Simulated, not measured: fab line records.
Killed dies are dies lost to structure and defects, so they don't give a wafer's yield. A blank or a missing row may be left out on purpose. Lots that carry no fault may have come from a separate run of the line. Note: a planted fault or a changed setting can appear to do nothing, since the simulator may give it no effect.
Chamber matching    flow nand-harc    NHARC_A_CONTACT_ETCH_92 on rie-diel-08 has 4 sister chambers
The step etches the open film in CH3F/O2, target depth 40 nm, time 85.7 s. 4 wafers are shown with their chamber, then 7 later ones without.

WAFERS, EACH WITH ITS CHAMBER
wafer   chamber  showerhead-plenum-p-Torr (Torr)
L084.1  1        2.37
L084.3  0        2.62
L088.1  2        2.45
L088.4  3        2.59

WAFERS MISSING THEIR CHAMBER
wafer   showerhead-plenum-p-Torr (Torr)
L088.5  2.37
L096.1  2.61
L096.4  2.44
L096.6  2.44
L097.1  2.44
L097.2  2.59
L097.5  2.61

THE CHAMBER EACH PASSED THROUGH
wafer   from the rows above      in truth
L088.5  1                        1
L096.1  can't be placed: 0 or 3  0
L096.4  2                        2
L096.6  2                        2
L097.1  2                        2
L097.2  3                        3
L097.5  can't be placed: 0 or 3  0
Correctly placed: 5 of 7. These rows do not allow placing 2 (true chamber among the candidates in 2). 0 placed wrongly.
How it was worked out, from the rows above alone: a wafer's distance from a chamber is the root of the sum, over the readings, of the square of ((its reading less the chamber's mean) divided by the reading's scatter). If the next closest chamber is less than 2 further off than the closest, the wafer can't be placed; otherwise it belongs to the closest. A chamber's mean is the mean of its shown wafers. The scatter (one wafer shown for each chamber): square how far every hidden wafer sits from the nearest shown wafer, average those squares and take the square root.
